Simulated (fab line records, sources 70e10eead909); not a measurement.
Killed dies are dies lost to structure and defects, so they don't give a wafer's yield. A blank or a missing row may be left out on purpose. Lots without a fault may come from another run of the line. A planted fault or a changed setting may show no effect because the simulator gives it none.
fab line records | flow nand_harc
record lots=5 wafers=15 last_day=32
route steps=1302 shown P_M0@273 P_M1@285 END@1302
lots that met no fault: from a run of the same line without faults
start_h: hours from the record's first day to the start of the lot's first wafer shown | wait_h: hours since the lot's step before | " the same as in the row above | L1.1+2: a row that stands for several wafers | - no value, or no start given | * or withheld: withheld | < > ~ a bound
route shown NAME@n: a module of which the file shows steps, and the number in the route of the first | usual: mean/standard deviation of fault-free wafers | same: alike in all rows | chamber/n: place in a boat | sites: the reading at each site | _std_site: their standard deviation | _edge_site: outer sites' mean less inner sites' | radius_mm: how far each site lies from the wafer's centre | mask NAME#n: copy n | behind: the tool/chamber that last shaped the wafer | hold: why the lot was held/for how many hours/how that ended | device: the transistor (n, p or np) that didn't switch | end of line: the same wafers' tests at the end of the route | a step without rows: its recipe alone | killed: dies lost to structure and defects at the first sort, not the wafer's yield | map: a wafer's dies, x killed, . not, _ none there
set.NAME: the setting as run; set.NAME@STEP: as run at that earlier step | model.NAME: the simulator's own value behind a step, which no gauge read
lots at some steps of the route; a table a step, a row a wafer
services: from which hour (start_h, from the record's first day; less than 0 if before it) a tool's chamber was out of use, for how many hours, and why
## steps
# step NHARC_P_M0_PRE_CLEAN_29
# recipe time_s=30 temp_c=280 gas=H2/He
# step NHARC_P_M0_PVD_20
# recipe target_thk_a=50 bias_v=168.6 power_w=15000 chamber_pressure_pa=0.12 time_s=8.06 substrate_temp_c=50 material=TaN
# usual throttle_valve_pct=29.8/1
# columns lot.wafer tool chamber start_h wait_h throttle_valve_pct
L111.2 pvd_sputter-01 - - - 31.5
L111.6 " - " " 29.3
L111.5 " - " " 28.8
L118.2 pvd_sputter-02 - - - 30.9
L118.1 " - " " 28.8
L118.6 " - " " 30.6
L121.1 pvd_sputter-01 - - - 29.2
L121.2 " - " " 31.5
L121.5 " - " " 28.9
L124.4 pvd_sputter-03 - - - 30.1
L124.1 " - " " 28.7
L124.6 " - " " 30.0
L130.1 pvd_sputter-01 - - - 28.9
L130.3 " - " " 29.2
L130.5 " - " " 31.8
# step NHARC_P_M0_PVD_21
# recipe target_thk_a=300 chamber_pressure_pa=5 power_w=5000 substrate_temp_c=30 time_s=20.49 material=Cu
# usual throttle_valve_pct=29.8/1
# columns lot.wafer tool chamber start_h wait_h throttle_valve_pct
L111.2 pvd_sputter-01 - - - 29.1
L111.5 " - " " 29.4
L111.6 " - " " 29.2
L118.2 pvd_sputter-02 - - - 31.4
L118.1 " - " " 30.7
L118.6 " - " " 28.7
L121.2 pvd_sputter-01 - - - 29.3
L121.1 " - " " 31.7
L121.5 " - " " 28.8
L124.4 pvd_sputter-03 - - - 29.9
L124.1 " - " " 29.5
L124.6 " - " " 30.0
L130.3 pvd_sputter-01 - - - 31.8
L130.1 " - " " 29.0
L130.5 " - " " 31.9
# step NHARC_P_M0_ECD_22
# recipe target_thk_a=4000 bath_temp_c=25 material=Cu
# step NHARC_P_M0_ANNEAL_30
# recipe temp_c=225 time_s=90
# usual wafer_temp_C_max=226.1/0.54
# columns lot.wafer tool chamber start_h wait_h wafer_temp_C_max
L111.2 rtp_anneal-01 0 124.44 0.3 225.5
L111.5 " 0 " " 225.6
L111.6 " 0 " " 225.4
L118.1 rtp_anneal-01 0 190.98 - 225.5
L118.2 " 0 " " 225.3
L118.6 " 0 " " 225.7
L121.1 rtp_anneal-02 0 220.07 - 226.1
L121.2 " 0 " " 226.5
L121.5 " 0 " " 226.6
L124.1 rtp_anneal-01 0 252.72 - 225.4
L124.4 " 0 " " 225.7
L124.6 " 0 " " 225.7
L130.1 rtp_anneal-02 0 324.87 - 226.4
L130.3 " 0 " " 227.0
L130.5 " 0 " " 227.2
# step NHARC_P_M0_CMP_23
# recipe t_overpolish_s=20 target_thk_nm=117.54
# step NHARC_P_M0_THK_MEAS_24
# recipe thk_meas_gauge=xrf
# usual thk_nm=117.6/1.4
# columns lot.wafer tool chamber start_h wait_h thk_nm
L111.2 film_metro-01 - 125.04 - 118.4
L111.5 " - " " 118.9
L111.6 " - " " 118.8
L118.1 film_metro-02 - 191.64 - 117.9
L118.2 " - " " 115.1
L118.6 " - " " 118.7
L121.1 film_metro-02 - 220.73 - 117.5
L121.2 " - " " 117.0
L121.5 " - " " 118.2
L124.1 film_metro-01 - 253.39 - 119.6
L124.4 " - " " 119.3
L124.6 " - " " 118.9
L130.1 film_metro-01 - 325.53 - 117.3
L130.3 " - " " 115.7
L130.5 " - " " 113.9
# step NHARC_P_M0_SRD_25
# step NHARC_P_M0_INSPECT_27
# usual raw_defect_count=300/120
# columns lot.wafer tool chamber start_h wait_h raw_defect_count
L111.2 defect_inspect-01 - 125.20 0.0 162
L111.5 " - " " 311
L111.6 " - " " 228
L118.1 defect_inspect-01 - 191.80 0.0 292
L118.2 " - " " 237
L118.6 " - " " 195
L121.1 defect_inspect-01 - 220.89 0.0 304
L121.2 " - " " 248
L121.5 " - " " 331
L124.1 defect_inspect-01 - 253.55 0.0 214
L124.4 " - " " 295
L124.6 " - " " 470
L130.1 defect_inspect-02 - 325.68 0.0 275
L130.3 " - " " 264
L130.5 " - " " 495
# step NHARC_P_M0_PRE_CLEAN_31
# recipe time_s=12 temp_c=370 rf_power_w=300 gas=NH3
# usual heater_power_outer_w=386/56 heater_power_w=638/72
# columns lot.wafer tool chamber start_h wait_h heater_power_outer_w heater_power_w
L111.2 pecvd-02 2 125.27 0.1 378 601
L111.5 " 2 " " 359 605
L111.6 " 0 " " 433 709
L118.1 pecvd-01 2 191.87 0.1 327 544
L118.2 " 0 " " 466 719
L118.6 " 0 " " 473 701
L121.2 pecvd-01 1 220.97 0.1 361 625
L121.1 " 2 " " 348 536
L121.5 " 2 " " 331 557
L124.1 pecvd-03 2 253.63 0.1 394 636
L124.4 " 1 " " 330 557
L124.6 " 2 " " 391 623
L130.3 pecvd-02 1 325.75 0.1 344 613
L130.1 " 0 " " 437 705
L130.5 " 0 " " 437 722
# step NHARC_P_M0_DEP_32
# recipe target_thk_a=300 temp_c=370 target_thk_nm=30 pressure_torr=3 flow_sccm=200 rf_w=450 material=SiCN
# usual heater_power_outer_w=338/56 heater_power_w=575/72
# columns lot.wafer tool chamber start_h wait_h heater_power_outer_w heater_power_w
L111.2 pecvd-02 2 125.35 0.1 316 540
L111.5 " 2 " " 314 553
L111.6 " 0 " " 400 653
L118.1 pecvd-01 2 191.99 0.1 272 473
L118.2 " 0 " " 414 639
L118.6 " 0 " " 401 623
L121.2 pecvd-01 1 221.08 0.1 308 570
L121.1 " 2 " " 292 505
L121.5 " 2 " " 293 500
L124.1 pecvd-03 2 253.74 0.1 349 569
L124.4 " 1 " " 259 473
L124.6 " 2 " " 346 588
L130.3 pecvd-02 1 325.83 0.1 284 507
L130.1 " 0 " " 397 674
L130.5 " 0 " " 392 678
# step NHARC_P_M1_DEP_00
# recipe target_thk_a=1825 target_thk_nm=182.5 temp_c=withheld pressure_torr=5 flow_sccm=200 rf_w=600 material=SiOC
# columns lot.wafer tool chamber start_h wait_h
L111.2+6+5 pecvd-01 1,0,2 125.81 -
L118.2+1+6 pecvd-01 0,2,0 192.51 0.4
L121.2+1+5 pecvd-03 2,1,0 221.45 -
L124.1+4+6 pecvd-02 2,1,0 254.15 -
L130.3+1+5 pecvd-03 2,0,2 326.29 -
# step NHARC_P_M1_DEHYDRATE_01
# recipe temp_c=150 time_s=120
# step NHARC_P_M1_HMDS_02
# recipe time_s=30
# step NHARC_P_M1_COAT_34
# recipe temp_c=200 time_s=65
# step NHARC_P_M1_COAT_03
# recipe spin_rpm=1500 resist_thk_nm=90
# step NHARC_P_M1_SOFTBAKE_04
# recipe temp_c=105 time_s=55
# step NHARC_P_M1_EBR_05
# step NHARC_P_M1_EXPOSE_06
# recipe na=1.35 target_cd_nm=130 dose_mj=81.88 mask_id=P_M1
# step NHARC_P_M1_PEB_07
# recipe peb_temp_c=100 peb_time_s=65
# step NHARC_P_M1_DEVELOP_08
# recipe develop_time_s=35 dev_temp_c=23
# step NHARC_P_M1_CD_MEAS_09
# recipe target_cd_nm=130 landing_energy_ev=500
# usual cd_nm=130.0/0.66
# columns lot.wafer tool chamber start_h wait_h cd_nm
L111.2 cd_sem-01 0 126.59 - 129.1
L111.5 " 0 " " 129.9
L111.6 " 0 " " 130.0
L118.1 cd_sem-03 0 193.47 - 130.8
L118.2 " 0 " " 130.5
L118.6 " 0 " " 129.9
L121.1 cd_sem-03 0 222.29 - 130.5
L121.2 " 0 " " 130.3
L121.5 " 0 " " 130.4
L124.1 cd_sem-02 0 254.81 - 128.6
L124.4 " 0 " " 129.6
L124.6 " 0 " " 129.5
L130.1 cd_sem-03 0 327.08 - 130.5
L130.3 " 0 " " 131.0
L130.5 " 0 " " 130.1
# step NHARC_P_M1_OVL_MEAS_10
# recipe pitch_nm=260
# usual overlay_x_nm=0.1/0.94 overlay_y_nm=-0.2/0.88
# columns lot.wafer tool chamber start_h wait_h overlay_x_nm overlay_y_nm
L111.2 overlay-02 - 126.68 - 1.6 0.7
L111.5 " - " " 1.4 1.0
L111.6 " - " " 1.6 0.9
L118.1 overlay-01 - 193.56 - 1.2 -0.4
L118.2 " - " " 0.4 -0.2
L118.6 " - " " 0.2 -0.3
L121.1 overlay-01 - 222.38 - 0.5 0.0
L121.2 " - " " 0.1 -0.1
L121.5 " - " " 0.5 -0.1
L124.1 overlay-01 - 254.90 - -0.3 -0.8
L124.4 " - " " -0.4 -1.3
L124.6 " - " " -0.3 -1.7
L130.1 overlay-01 - 327.17 - -0.5 -0.5
L130.3 " - " " -0.5 -0.8
L130.5 " - " " -0.3 -0.9
# step NHARC_P_M1_INSPECT_11
# usual raw_defect_count=3.8/1.9
# columns lot.wafer tool chamber start_h wait_h raw_defect_count
L111.2 defect_inspect-02 - 126.72 0.0 6
L111.5 " - " " 4
L111.6 " - " " 8
L118.1 defect_inspect-02 - 193.60 0.0 4
L118.2 " - " " 2
L118.6 " - " " 3
L121.1 defect_inspect-02 - 222.41 0.0 1
L121.2 " - " " 3
L121.5 " - " " 2
L124.1 defect_inspect-02 - 254.94 0.0 1
L124.4 " - " " 4
L124.6 " - " " 2
L130.1 defect_inspect-02 - 327.20 0.0 9
L130.3 " - " " 1287
L130.5 " - " " 1309
# step NHARC_P_M1_DESCUM_14
# recipe time_s=3 o2_flow_sccm=200 ar_flow_sccm=0 bias_power_w=0 chemistry=O2
# step NHARC_END_SORT_01
# recipe temp_c=25
# usual defect_limited_yield=91.4/2.5 killed_at_array=54/17 killed_at_other=1.0/1.4 killed_at_periphery=3.6/2.1 killed_dies=58/17 killed_open=3.2/2 killed_short=2.5/1.5
# same gross_dies=677
# columns lot.wafer tool chamber start_h wait_h defect_limited_yield[%] killed_at_array killed_at_other killed_at_periphery killed_dies killed_open killed_short
L111.2 prober-02 0 553.84 2.8 89.8 65 0 4 69 6 1
L111.5 prober-02 0 556.23 3.7 90.5 62 0 2 64 7 4
L111.6 prober-02 0 557.03 4.0 89.8 62 0 7 69 7 1
L121.1 prober-01 0 654.56 2.5 90.7 59 2 2 63 2 2
L121.2 prober-01 0 655.36 2.8 93.5 39 3 2 44 2 2
L121.5 prober-01 0 657.75 3.7 94.8 30 3 2 35 0 5
L130.3 prober-01 0 774.30 3.1 77.4 48 2 103 153 1 3
L130.5 prober-01 0 775.91 3.7 77.8 51 2 97 150 2 2
# killed by level:class
L111.2 A_CHANNEL_HOLE_D2:chamber_film_flake=38 A_STAIRCASE:chamber_film_flake=8 A_CHANNEL_HOLE_D1:chamber_film_flake=5 A_CONTACT:chamber_film_flake=4 A_ONON_D1:geometric_particle:open=2 A_CHANNEL_FILL_D1:geometric_particle:open=2 A_CHANNEL_FILL_D1:chamber_film_flake=2 P_M0:geometric_particle:open=1
L111.5 A_CHANNEL_HOLE_D1:chamber_film_flake=28 A_CHANNEL_HOLE_D2:chamber_film_flake=12 A_CONTACT:chamber_film_flake=6 A_STAIRCASE:chamber_film_flake=3 A_ONON_D1:geometric_particle:open=2 A_CHANNEL_FILL_D2:geometric_particle:open=2 A_WL_FILL:chamber_film_flake=2 P_M0:geometric_particle:open=1
L111.6 A_CHANNEL_HOLE_D2:chamber_film_flake=32 A_CHANNEL_HOLE_D1:chamber_film_flake=13 P_CONTACT:chamber_film_flake=5 A_STAIRCASE:chamber_film_flake=5 A_CHANNEL_FILL_D1:geometric_particle:open=4 A_CHANNEL_FILL_D1:chamber_film_flake=3 A_CONTACT:chamber_film_flake=3 P_GATE:geometric_particle:open=1
L121.1 A_CHANNEL_HOLE_D1:chamber_film_flake=36 A_CHANNEL_HOLE_D2:chamber_film_flake=15 A_CONTACT:chamber_film_flake=4 THIN_TSV:chamber_film_flake=2 P_GATE:geometric_particle:open=1 A_ONON_D1:geometric_particle:short=1 A_CHANNEL_FILL_D1:geometric_particle:open=1 A_CHANNEL_FILL_D1:geometric_particle:short=1
L121.2 A_CHANNEL_HOLE_D2:chamber_film_flake=18 A_CHANNEL_HOLE_D1:chamber_film_flake=11 A_CONTACT:chamber_film_flake=3 THIN_TSV:chamber_film_flake=3 A_SLIT:chamber_film_flake=2 A_STAIRCASE:chamber_film_flake=2 P_M0:geometric_particle:short=1 A_SGD_CUT:geometric_particle:open=1
L121.5 A_CHANNEL_HOLE_D1:chamber_film_flake=14 A_CHANNEL_HOLE_D2:chamber_film_flake=8 A_WL_FILL:geometric_particle:short=3 THIN_TSV:chamber_film_flake=3 P_CONTACT:geometric_particle:short=1 A_CHANNEL_FILL_D1:geometric_particle:short=1 P_CONTACT:chamber_film_flake=1 A_SLIT:chamber_film_flake=1
L130.3 P_M1:unspecified=101 A_CHANNEL_HOLE_D1:chamber_film_flake=19 A_SLIT:chamber_film_flake=17 A_CHANNEL_FILL_D2:chamber_film_flake=3 A_CONTACT:chamber_film_flake=3 A_CHANNEL_FILL_D1:geometric_particle:short=2 P_ZERO_WELL:chamber_film_flake=2 THIN_TSV:chamber_film_flake=2
L130.5 P_M1:unspecified=96 A_SLIT:chamber_film_flake=27 A_CHANNEL_HOLE_D1:chamber_film_flake=7 A_CONTACT:chamber_film_flake=6 A_STAIRCASE:chamber_film_flake=4 THIN_TSV:chamber_film_flake=2 A_ONON_D1:geometric_particle:short=1 A_CHANNEL_FILL_D2:geometric_particle:open=1
# map L130.3 (x killed, . not)
____________.____________
_________......._________
_______..........._______
______.............______
_____.....xxx......._____
____.................____
____.................____
___................x..___
___.............x.x...___
__.............x.xxxx..__
__..............xxxx...__
_...............xxxxx.x._
_..............xxxxxxxxx_
_...............xxxxxxx._
_...............xxxxxxx._
_...............xxxxxxxx_
.............x..xxxxxxxxx
.....x.........xxxxxxxxxx
..............xxxxxxxxxx.
...x..........x.xxxxxxxxx
................xxxxxxxx.
_................xxxxxxx_
_...............xxxxxxxx_
_..................xxxx._
_.................x.x.x._
_x.........x...x....x..._
__.........xxx.........__
__x.......x...x....x...__
___........xxx.x......___
___.....x...xx.x...x..___
____.x.x..x.xx..x....____
____........x........____
_____..............._____
______.............______
_______.......x..._______
_________..x...._________
____________.____________
# map L121.1 (x killed, . not)
____________.____________
_________x......_________
_______..x........_______
______.............______
_____...x..........._____
____.................____
____..............x..____
___.....x.......x.....___
___................x..___
__.....x.............x.__
__................xx...__
_..................x...._
_..xx...........x.xx...._
_.x..x...........xxx...._
_.xx.x..........x.x.x..._
_.x.xxx...........x....._
x.xxxxx..................
.xxxx..x.............x...
.xxxx............x.......
.xxxxx...................
.xxxx..x.................
_...x..................._
_......................._
_x......................_
_......................._
_......................._
__.....................__
__.....................__
___...................___
___...................___
____.................____
____.................____
_____..............._____
______.............______
_______....x......_______
_________......._________
____________.____________
## services
# columns tool chamber start_h hours kind
pecvd-01 - 130.03 13.0 pm
pecvd-01 0 130.03 13.0 vent_cycle
pecvd-01 1 130.03 13.0 vent_cycle
pecvd-01 2 130.03 13.0 vent_cycle
pecvd-01 0 143.03 - clean
pecvd-01 1 143.03 - clean
pecvd-01 2 143.03 - clean
pvd_sputter-03 - 170.00 10.0 pm
pecvd-03 - 185.25 13.0 pm
pecvd-01 1 189.87 3.7 repair
pvd_sputter-01 - 226.87 10.0 pm
pecvd-02 - 227.41 13.0 pm
pecvd-03 - 233.94 0.7 repair
pvd_sputter-01 - 239.13 5.3 repair
pecvd-03 1 254.41 4.9 repair
pecvd-01 2 285.34 10.2 repair
pecvd-03 1 285.71 4.9 repair
pecvd-01 - 308.20 0.3 repair
pvd_sputter-02 - 310.29 10.0 pm
pecvd-01 - 311.03 13.0 pm
pecvd-01 0 311.03 13.0 vent_cycle
pecvd-01 1 311.03 13.0 vent_cycle
pecvd-01 2 311.03 13.0 vent_cycle
pvd_sputter-02 - 323.59 2.7 repair
## key
first_sign step=NHARC_P_M1_INSPECT_11 reading=raw_defect_count direction=up sigmas=99+ usual=3.8 struck=1298
effect step=NHARC_END_SORT_01 reading=killed_at_periphery direction=up sigmas=45 usual=3.6 struck=100
more_kills_born_at NHARC_P_M1_DEP_00@pecvd-03=197
met_at NHARC_P_M1_DEP_00
struck_wafers L130.3,L130.5
onset_between 221.45 326.29
fault kind=chamber_particle_source tool=pecvd-03 chamber=2 onset_h=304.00 steps=NHARC_P_M1_DEP_00 rate_per_visit_cm2=2.0355 end_h=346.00
